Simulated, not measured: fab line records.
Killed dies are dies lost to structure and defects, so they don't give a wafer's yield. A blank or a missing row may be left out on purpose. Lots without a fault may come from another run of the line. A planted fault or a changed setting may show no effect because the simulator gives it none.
fab line records	flow nand_harc	part 1 of 2: steps 1 to 22 of 29
record lots=5	wafers=15	last_day=33
route steps=1302 shown A_WL_FILL@975 A_CONTACT@983
lots with no fault: from the same line, run without faults
start_h: start of the lot's first displayed wafer, in hours after the record's first day	wait_h: hours since the lot's step before	" identical to the entry in the row above	L1.1+2: a row that stands for several wafers	- no value, or no start was given	* or withheld: withheld	< > ~ a bound
route shown NAME@n: a module of which the file shows steps, and the number in the route of the first	usual: mean and standard deviation over wafers with no fault	same: alike in all rows	chamber/n: place in a boat	sites: the reading at each site	_std_site: standard deviation of those values	_edge_site: mean of outer sites minus mean of inner sites	radius_mm: how far each site lies from the wafer's centre	mask NAME#n: copy n	behind: tool/chamber where the wafer was last shaped	hold: why the lot was held/for how many hours/how that ended	device: the transistor (n, p or np) that didn't switch	end of line: the route-end tests of the same wafers	a step with no rows: only its recipe	killed: count of dies lost to structure and defects at first sort (not the wafer's yield)	map: dies across one wafer; x = killed, . = not, _ = none there
set.NAME: the setting the step ran with; set.NAME@STEP: the setting that earlier step ran with	model.NAME: the simulator's own value behind a step, which no gauge read
lots at some steps of the route; a table a step, a row a wafer
services: a tool's chamber out of use, with start hour (start_h, from the record's first day; less than 0 if before it), hours out, and reason
## steps
# step NHARC_A_WL_FILL_ALD_19
# recipe target_thk_a=20	pulse_time_s=3	ald_cycles=100	temp_c=450	material=TiN
# usual heater_power_w=1110/120	precursor_pulse_height_rel=0.997/0.02	susceptor_temp_C=450.00/0.25
# same ald_cycles=100
lot.wafer	tool	chamber	start_h	wait_h	heater_power_w	precursor_pulse_height_rel	susceptor_temp_C
L078.1	ald_metal-01	1	525.19	0.1	1270	0.992	450.13
L078.4	"	0	"	"	1180	0.975	450.13
L078.5	"	1	"	"	1300	0.991	449.92
L079.4	ald_metal-01	0	545.96	0.1	1289	0.991	449.90
L079.3	"	1	"	"	1183	0.978	449.81
L079.5	"	1	"	"	1221	0.989	449.62
L086.1	ald_metal-03	1	603.37	0.2	997	1.029	449.81
L086.6	"	2	"	"	1047	0.975	450.47
L086.5	"	3	"	"	1105	1.031	449.90
L088.1	ald_metal-01	2	634.64	0.1	995	1.038	450.01
L088.2	"	3	"	"	1060	1.018	450.18
L088.5	"	2	"	"	1008	0.983	449.77
L097.2	ald_metal-02	1	720.09	0.1	1249	0.981	450.03
L097.1	"	3	"	"	1116	0.958	449.95
L097.4	"	0	"	"	1138	0.988	449.81
# step NHARC_A_WL_FILL_CVD_20
# recipe target_thk_a=1000	temp_c=400	pressure_torr=40	wf6_flow_sccm=40	h2_flow_sccm=1600	ar_flow_sccm=1560	time_s=74	material=W
# usual heater_power_w=903/76	susceptor_temp_C=399.98/0.22	throttle_valve_pct=7.9/0.32
lot.wafer	tool	chamber	start_h	wait_h	heater_power_w	susceptor_temp_C	throttle_valve_pct
L078.1	cvd_w-02	1	-	-	814	-	8.3
L078.4	"	1	"	"	802	-	8.3
L078.5	"	1	"	"	796	-	8.5
L079.3	cvd_w-02	1	-	-	803	399.85	8.3
L079.4	"	0	"	"	907	399.97	8.4
L079.5	"	1	"	"	817	400.00	8.4
L086.1	cvd_w-01	1	-	-	844	399.59	7.6
L086.6	"	1	"	"	831	399.97	7.8
L086.5	"	0	"	"	999	400.44	7.6
L088.2	cvd_w-01	0	-	-	1008	400.03	7.8
L088.1	"	1	"	"	833	399.93	7.6
L088.5	"	1	"	"	859	399.91	7.6
L097.2	cvd_w-02	1	-	-	832	-	8.0
L097.1	"	0	"	"	903	-	8.7
L097.4	"	1	"	"	799	-	8.0
# step NHARC_A_WL_FILL_CMP_12
# recipe t_overpolish_s=30	target_thk_nm=100
# usual motor_current_A=12.3/0.97	overpolish_run_s=30.000/0.0082	time_to_endpoint_s=18.9/2.2
lot.wafer	tool	chamber	start_h	wait_h	motor_current_A	overpolish_run_s	time_to_endpoint_s
L078.1	cmp-02	2	525.57	0.1	12.0	29.977	17.3
L078.4	"	0	"	"	12.8	30.013	19.5
L078.5	"	3	"	"	10.3	30.011	18.2
L079.3	cmp-02	2	546.37	0.1	11.2	29.992	19.9
L079.4	"	1	"	"	13.2	29.994	18.7
L079.5	"	3	"	"	10.6	29.993	18.4
L086.1	cmp-02	1	603.69	0.2	12.7	30.003	20.2
L086.6	"	1	"	"	12.3	30.008	23.9
L086.5	"	2	"	"	12.1	30.000	21.7
L088.1	cmp-02	0	635.00	0.1	13.4	30.004	23.3
L088.2	"	2	"	"	11.5	29.995	17.8
L088.5	"	0	"	"	12.7	29.999	19.2
L097.4	cmp-02	2	720.47	0.1	11.4	29.997	20.0
L097.2	"	3	"	"	10.3	29.986	18.9
L097.1	"	1	"	"	12.2	30.002	18.5
# step NHARC_A_WL_FILL_SRD_31
lot.wafer	tool	chamber	start_h	wait_h
L078.4+1+5	wet_bench-02	2,4,6	525.89	0.0
L079.5+4+3	wet_bench-05	6,1,2	546.69	0.0
L086.1+6+5	wet_bench-05	1,2,3	604.02	0.0
L088.1+2+5	wet_bench-04	4,5,1	635.32	0.0
L097.2+1+4	wet_bench-04	3,7,0	720.80	0.0
# step NHARC_A_WL_FILL_INSPECT_15
# usual raw_defect_count=480/130
lot.wafer	tool	chamber	start_h	wait_h	raw_defect_count
L078.1	defect_inspect-01	-	526.03	0.0	434
L078.4	"	-	"	"	302
L078.5	"	-	"	"	398
L079.3	defect_inspect-02	-	546.84	0.0	374
L079.4	"	-	"	"	563
L079.5	"	-	"	"	561
L086.1	defect_inspect-01	-	604.16	0.0	322
L086.5	"	-	"	"	247
L086.6	"	-	"	"	446
L088.1	defect_inspect-02	-	635.48	0.0	330
L088.2	"	-	"	"	335
L088.5	"	-	"	"	418
L097.1	defect_inspect-02	-	720.94	0.0	406
L097.2	"	-	"	"	417
L097.4	"	-	"	"	609
# step NHARC_A_CONTACT_DEP_24
# recipe target_thk_a=5000	temp_c=400	pressure_torr=6.5	rf_w=900	teos_flow_sccm=161.4	flow_sccm=2650	target_thk_nm=500	gas=O2	material=SiO2
# usual heater_power_w=516/68	rf_fwd_power_W=898.8/2.3	susceptor_temp_C=399.95/0.22	throttle_valve_pct=15.9/0.42
lot.wafer	tool	chamber	start_h	wait_h	heater_power_w	rf_fwd_power_W	susceptor_temp_C	throttle_valve_pct
L078.1	pecvd-03	2	526.16	0.1	420	901.6	399.81	16.1
L078.5	"	2	"	"	468	902.2	400.22	16.3
L078.4	"	0	"	"	545	901.8	399.78	16.2
L079.3	pecvd-03	2	546.97	0.1	550	902.0	399.98	16.2
L079.5	"	2	"	"	424	893.3	400.02	16.3
L079.4	"	0	"	"	551	897.0	399.98	16.3
L086.1	pecvd-03	2	604.35	0.2	549	897.9	400.06	15.7
L086.6	"	0	"	"	474	900.9	399.83	16.0
L086.5	"	2	"	"	412	901.2	399.80	15.6
L088.2	pecvd-02	2	635.55	0.1	454	895.9	399.93	15.8
L088.1	"	0	"	"	612	900.1	399.98	16.2
L088.5	"	0	"	"	618	901.2	399.94	16.0
L097.1	pecvd-02	0	721.01	0.1	549	897.6	399.70	16.5
L097.2	"	1	"	"	593	900.2	400.01	17.0
L097.4	"	2	"	"	472	899.3	399.84	15.6
# step NHARC_A_CONTACT_DEP_28
# recipe target_thk_a=70000	temp_c=400	material=aC
# usual susceptor_temp_C=399.99/0.22	throttle_valve_pct=34.999/0.0089
lot.wafer	tool	chamber	start_h	wait_h	susceptor_temp_C	throttle_valve_pct
L078.1	acl_dep-03	0	526.70	0.1	400.16	35.000
L078.4	"	0	528.86	2.2	400.05	35.006
L078.5	"	0	"	"	400.36	35.005
L079.3	acl_dep-02	0	549.90	2.4	-	34.991
L079.4	"	0	"	"	-	35.002
L079.5	"	0	"	"	-	35.004
L086.1	acl_dep-01	0	605.94	1.2	399.62	34.992
L086.5	"	0	608.78	4.0	399.76	34.990
L086.6	"	0	"	"	399.69	35.014
L088.1	acl_dep-03	0	636.48	0.4	-	34.986
L088.2	"	0	"	"	-	35.000
L088.5	"	0	639.29	3.2	-	34.992
L097.1	acl_dep-01	0	721.61	0.1	-	35.000
L097.2	"	0	"	"	-	35.004
L097.4	"	0	723.73	2.2	-	34.999
# step NHARC_A_CONTACT_DEP_29
# recipe target_thk_a=1000	target_thk_nm=100	temp_c=400	pressure_torr=3.5	flow_sccm=200	rf_w=350	material=SiON
# usual heater_power_w=712/70	rf_fwd_power_W=348.4/1.1	susceptor_temp_C=399.99/0.2
lot.wafer	tool	chamber	start_h	wait_h	heater_power_w	rf_fwd_power_W	susceptor_temp_C
L078.1	pecvd-01	1	531.20	3.8	637	347.1	400.16
L078.4	"	2	"	"	726	350.6	400.22
L078.5	"	0	"	"	722	347.6	400.22
L079.3	pecvd-02	2	552.78	2.2	551	348.6	400.05
L079.5	"	1	"	"	686	346.6	400.11
L079.4	"	2	"	"	555	348.9	400.09
L086.1	pecvd-01	1	610.23	3.6	699	351.4	399.75
L086.6	"	1	"	"	694	350.1	399.90
L086.5	"	0	"	"	778	346.6	399.79
L088.2	pecvd-01	2	640.89	3.0	715	348.4	399.75
L088.1	"	1	"	"	672	349.7	399.89
L088.5	"	1	"	"	682	350.4	399.86
L097.1	pecvd-03	1	725.86	3.5	680	348.6	400.18
L097.2	"	0	"	"	693	346.7	400.16
L097.4	"	2	"	"	666	348.5	400.09
# step NHARC_A_CONTACT_DEHYDRATE_32
# recipe temp_c=150	time_s=120
# usual exhaust_pa=45.0/0.86
lot.wafer	tool	chamber	start_h	wait_h	exhaust_pa
L078.1	litho_track-04	0	531.41	0.2	45.8
L078.4	"	0	"	"	45.4
L078.5	"	0	"	"	46.3
L079.3	litho_track-01	0	552.99	0.2	45.7
L079.4	"	0	"	"	45.2
L079.5	"	0	"	"	45.3
L086.1	litho_track-01	0	610.50	0.2	45.0
L086.5	"	0	"	"	43.7
L086.6	"	0	"	"	45.3
L088.1	litho_track-01	0	641.16	0.2	44.6
L088.2	"	0	"	"	45.0
L088.5	"	0	"	"	46.2
L097.1	litho_track-01	0	726.13	0.2	44.3
L097.2	"	0	"	"	44.2
L097.4	"	0	"	"	44.2
# step NHARC_A_CONTACT_HMDS_33
# recipe time_s=30
# usual exhaust_pa=45.1/0.92
lot.wafer	tool	chamber	start_h	wait_h	exhaust_pa
L078.1	litho_track-04	0	-	-	44.6
L078.4	"	0	"	"	45.8
L078.5	"	0	"	"	45.2
L079.3	litho_track-01	0	-	-	46.7
L079.4	"	0	"	"	44.8
L079.5	"	0	"	"	46.4
L086.1	litho_track-01	0	-	-	43.5
L086.5	"	0	"	"	46.0
L086.6	"	0	"	"	44.9
L088.1	litho_track-01	0	-	-	44.1
L088.2	"	0	"	"	44.3
L088.5	"	0	"	"	44.4
L097.1	litho_track-01	0	-	-	43.3
L097.2	"	0	"	"	44.5
L097.4	"	0	"	"	44.6
# step NHARC_A_CONTACT_COAT_34
# recipe temp_c=260	time_s=75
# usual exhaust_pa=44.9/0.89
lot.wafer	tool	chamber	start_h	wait_h	exhaust_pa
L078.1	litho_track-04	0	-	-	45.6
L078.4	"	0	"	"	43.2
L078.5	"	0	"	"	43.6
L079.3	litho_track-01	0	-	-	44.3
L079.4	"	0	"	"	45.1
L079.5	"	0	"	"	43.5
L086.1	litho_track-01	0	-	-	45.5
L086.5	"	0	"	"	44.9
L086.6	"	0	"	"	43.5
L088.1	litho_track-01	0	-	-	44.3
L088.2	"	0	"	"	44.0
L088.5	"	0	"	"	45.2
L097.1	litho_track-01	0	-	-	45.5
L097.2	"	0	"	"	45.8
L097.4	"	0	"	"	44.9
# step NHARC_A_CONTACT_COAT_35
# recipe temp_c=225	time_s=65
# usual exhaust_pa=45.0/0.89
lot.wafer	tool	chamber	start_h	wait_h	exhaust_pa
L078.1	litho_track-04	0	-	-	43.4
L078.4	"	0	"	"	43.6
L078.5	"	0	"	"	45.1
L079.3	litho_track-01	0	-	-	45.5
L079.4	"	0	"	"	45.6
L079.5	"	0	"	"	46.1
L086.1	litho_track-01	0	-	-	45.3
L086.5	"	0	"	"	44.5
L086.6	"	0	"	"	44.8
L088.1	litho_track-01	0	-	-	44.6
L088.2	"	0	"	"	44.2
L088.5	"	0	"	"	45.5
L097.1	litho_track-01	0	-	-	44.7
L097.2	"	0	"	"	43.8
L097.4	"	0	"	"	43.4
# step NHARC_A_CONTACT_COAT_36
# recipe spin_rpm=1500	resist_thk_nm=90
# usual dispense_pressure_kPa=51/3.6	exhaust_pa=45.2/1
lot.wafer	tool	chamber	start_h	wait_h	dispense_pressure_kPa	exhaust_pa
L078.1	litho_track-04	0	-	-	49	44.5
L078.4	"	0	"	"	49	44.7
L078.5	"	0	"	"	49	44.7
L079.3	litho_track-01	0	-	-	55	44.0
L079.4	"	0	"	"	55	44.6
L079.5	"	0	"	"	55	43.8
L086.1	litho_track-01	0	-	-	55	46.9
L086.5	"	0	"	"	55	46.7
L086.6	"	0	"	"	55	45.2
L088.1	litho_track-01	0	-	-	55	44.0
L088.2	"	0	"	"	55	44.4
L088.5	"	0	"	"	55	44.0
L097.1	litho_track-01	0	-	-	55	44.7
L097.2	"	0	"	"	55	44.9
L097.4	"	0	"	"	55	44.2
# step NHARC_A_CONTACT_SOFTBAKE_37
# recipe temp_c=105	time_s=55
# usual exhaust_pa=44.9/0.78
lot.wafer	tool	chamber	start_h	wait_h	exhaust_pa
L078.1	litho_track-04	0	-	-	43.1
L078.4	"	0	"	"	44.0
L078.5	"	0	"	"	43.1
L079.3	litho_track-01	0	-	-	44.2
L079.4	"	0	"	"	44.4
L079.5	"	0	"	"	44.9
L086.1	litho_track-01	0	-	-	44.9
L086.5	"	0	"	"	45.5
L086.6	"	0	"	"	44.5
L088.1	litho_track-01	0	-	-	45.5
L088.2	"	0	"	"	45.6
L088.5	"	0	"	"	44.7
L097.1	litho_track-01	0	-	-	45.2
L097.2	"	0	"	"	45.7
L097.4	"	0	"	"	45.8
# step NHARC_A_CONTACT_EBR_38
# usual exhaust_pa=44.8/0.92
lot.wafer	tool	chamber	start_h	wait_h	exhaust_pa
L078.1	litho_track-04	0	-	-	43.7
L078.4	"	0	"	"	45.4
L078.5	"	0	"	"	43.2
L079.3	litho_track-01	0	-	-	44.3
L079.4	"	0	"	"	43.4
L079.5	"	0	"	"	45.0
L086.1	litho_track-01	0	-	-	44.1
L086.5	"	0	"	"	44.8
L086.6	"	0	"	"	45.1
L088.1	litho_track-01	0	-	-	45.6
L088.2	"	0	"	"	45.7
L088.5	"	0	"	"	44.9
L097.1	litho_track-01	0	-	-	44.0
L097.2	"	0	"	"	43.7
L097.4	"	0	"	"	44.2
# step NHARC_A_CONTACT_EXPOSE_39
# recipe na=1.35	sigma_outer=0.8	dose_mj=58.79	mask_id=A_CC_3
# usual focus_offset_nm=0.0/0.55
lot.wafer	tool	chamber	start_h	wait_h	mask	focus_offset_nm
L078.1	arfi_scanner-02	0	531.72	-	A_CC_3#0	1.0
L078.4	"	0	"	"	A_CC_3#0	0.1
L078.5	"	0	"	"	A_CC_3#0	0.4
L079.3	arfi_scanner-02	0	553.18	-	A_CC_3#0	-0.3
L079.4	"	0	"	"	A_CC_3#0	-0.4
L079.5	"	0	"	"	A_CC_3#0	-0.4
L086.1	arfi_scanner-03	0	610.68	-	A_CC_3#0	0.7
L086.5	"	0	"	"	A_CC_3#0	0.4
L086.6	"	0	"	"	A_CC_3#0	1.0
L088.1	arfi_scanner-03	0	641.47	-	A_CC_3#0	0.3
L088.2	"	0	"	"	A_CC_3#0	0.7
L088.5	"	0	"	"	A_CC_3#0	-0.3
L097.1	arfi_scanner-02	0	726.44	-	A_CC_3#0	-0.7
L097.2	"	0	"	"	A_CC_3#0	-0.2
L097.4	"	0	"	"	A_CC_3#0	0.3
# step NHARC_A_CONTACT_PEB_40
# recipe peb_temp_c=100	peb_time_s=65
# usual exhaust_pa=45.0/0.87
lot.wafer	tool	chamber	start_h	wait_h	exhaust_pa
L078.1	litho_track-04	0	531.78	0.1	45.2
L078.4	"	0	"	"	44.6
L078.5	"	0	"	"	45.4
L079.3	litho_track-06	0	553.24	0.0	43.7
L079.4	"	0	"	"	44.3
L079.5	"	0	"	"	44.0
L086.1	litho_track-01	0	610.74	0.1	43.6
L086.5	"	0	"	"	43.9
L086.6	"	0	"	"	43.5
L088.1	litho_track-06	0	641.54	0.1	45.2
L088.2	"	0	"	"	45.1
L088.5	"	0	"	"	46.4
L097.1	litho_track-01	0	726.50	0.1	45.2
L097.2	"	0	"	"	45.1
L097.4	"	0	"	"	44.1
# step NHARC_A_CONTACT_DEVELOP_41
# recipe develop_time_s=35	dev_temp_c=23
# usual exhaust_pa=44.9/0.83
lot.wafer	tool	chamber	start_h	wait_h	exhaust_pa
L078.1	litho_track-04	0	-	-	46.2
L078.4	"	0	"	"	45.1
L078.5	"	0	"	"	45.2
L079.3	litho_track-06	0	-	-	45.8
L079.4	"	0	"	"	44.7
L079.5	"	0	"	"	45.8
L086.1	litho_track-01	0	-	-	45.3
L086.5	"	0	"	"	44.6
L086.6	"	0	"	"	44.9
L088.1	litho_track-06	0	-	-	44.4
L088.2	"	0	"	"	43.8
L088.5	"	0	"	"	44.5
L097.1	litho_track-01	0	-	-	45.4
L097.2	"	0	"	"	44.0
L097.4	"	0	"	"	43.3
# step NHARC_A_CONTACT_CD_MEAS_42
# recipe target_cd_nm=300	landing_energy_ev=500
# usual cd_nm=300.0/0.49
lot.wafer	tool	chamber	start_h	wait_h	cd_nm
L078.1	cd_sem-02	0	531.86	-	299.5
L078.4	"	0	"	"	299.5
L078.5	"	0	"	"	299.7
L079.3	cd_sem-03	0	553.32	-	299.7
L079.4	"	0	"	"	299.9
L079.5	"	0	"	"	299.7
L086.1	cd_sem-01	0	610.82	-	300.2
L086.5	"	0	"	"	300.9
L086.6	"	0	"	"	300.7
L088.1	cd_sem-01	0	641.61	-	299.5
L088.2	"	0	"	"	299.9
L088.5	"	0	"	"	299.6
L097.1	cd_sem-02	0	726.58	-	299.7
L097.2	"	0	"	"	300.3
L097.4	"	0	"	"	300.4
# step NHARC_A_CONTACT_OVL_MEAS_43
# usual overlay_x_nm=0.1/0.81	overlay_y_nm=0.0/0.93
lot.wafer	tool	chamber	start_h	wait_h	overlay_x_nm	overlay_y_nm
L078.1	overlay-01	-	531.95	-	1.0	-0.2
L078.4	"	-	"	"	0.5	0.1
L078.5	"	-	"	"	0.5	0.0
L079.3	overlay-02	-	553.40	-	0.2	-0.9
L079.4	"	-	"	"	0.3	-1.1
L079.5	"	-	"	"	0.1	-0.6
L086.1	overlay-01	-	610.91	-	-0.7	1.5
L086.5	"	-	"	"	-1.1	1.5
L086.6	"	-	"	"	-0.6	2.2
L088.1	overlay-01	-	641.70	-	2.0	0.3
L088.2	"	-	"	"	2.2	0.6
L088.5	"	-	"	"	1.5	0.0
L097.1	overlay-02	-	726.66	-	1.5	-0.5
L097.2	"	-	"	"	1.2	0.0
L097.4	"	-	"	"	0.2	0.0
# step NHARC_A_CONTACT_INSPECT_44
# usual raw_defect_count=69/41
lot.wafer	tool	chamber	start_h	wait_h	raw_defect_count
L078.1	defect_inspect-02	-	531.99	0.0	15
L078.4	"	-	"	"	25
L078.5	"	-	"	"	21
L079.3	defect_inspect-02	-	553.44	0.0	100
L079.4	"	-	"	"	88
L079.5	"	-	"	"	91
L086.1	defect_inspect-02	-	610.95	0.0	18
L086.5	"	-	"	"	16
L086.6	"	-	"	"	17
L088.1	defect_inspect-02	-	641.74	0.0	20
L088.2	"	-	"	"	25
L088.5	"	-	"	"	23
L097.1	defect_inspect-02	-	726.70	0.0	34
L097.2	"	-	"	"	43
L097.4	"	-	"	"	34
# step NHARC_A_CONTACT_DESCUM_47
# recipe time_s=3	o2_flow_sccm=200	ar_flow_sccm=0	bias_power_w=0	chemistry=O2
# usual drypump_motor_current_A=5.8/0.36	oes_product_au=0.998/0.0067	rf_vpp_V=57.7/0.88	showerhead_plenum_p_Torr=1.91/0.1	throttle_valve_pct=11.311/0.0092
# same bias_power_w=0
lot.wafer	tool	chamber	start_h	wait_h	drypump_motor_current_A	oes_product_au	rf_hours_counter_h	rf_vpp_V	showerhead_plenum_p_Torr	throttle_valve_pct
L078.1	rie_diel-07	3	532.05	0.1	5.5	0.995	16	59.1	1.90	11.311
L078.4	"	2	"	"	5.4	0.995	14	58.1	1.80	11.316
L078.5	"	3	"	"	5.5	0.998	-	57.8	1.90	11.307
L079.3	rie_diel-09	3	553.51	0.1	5.7	0.992	9	57.8	1.77	11.305
L079.4	"	1	"	"	5.6	1.014	8	59.1	2.01	11.321
L079.5	"	3	"	"	5.7	1.012	-	56.6	1.77	11.309
L086.1	rie_diel-09	1	611.01	0.1	5.6	1.007	21	58.6	2.01	11.317
L086.6	"	1	"	"	5.6	1.002	-	58.0	2.01	11.323
L086.5	"	2	"	"	6.3	0.995	-	56.2	1.94	11.324
L088.2	rie_diel-04	2	641.80	0.1	5.7	0.995	29	58.7	1.90	11.307
L088.1	"	3	"	"	6.3	0.995	28	56.6	1.87	11.306
L088.5	"	2	"	"	5.7	0.992	-	58.0	1.90	11.303
L097.4	rie_diel-09	1	726.76	0.1	5.6	1.003	6	58.6	2.00	11.309
L097.1	"	2	"	"	6.3	0.997	7	59.8	1.93	11.309
L097.2	"	3	"	"	5.7	1.000	7	57.9	2.07	11.328
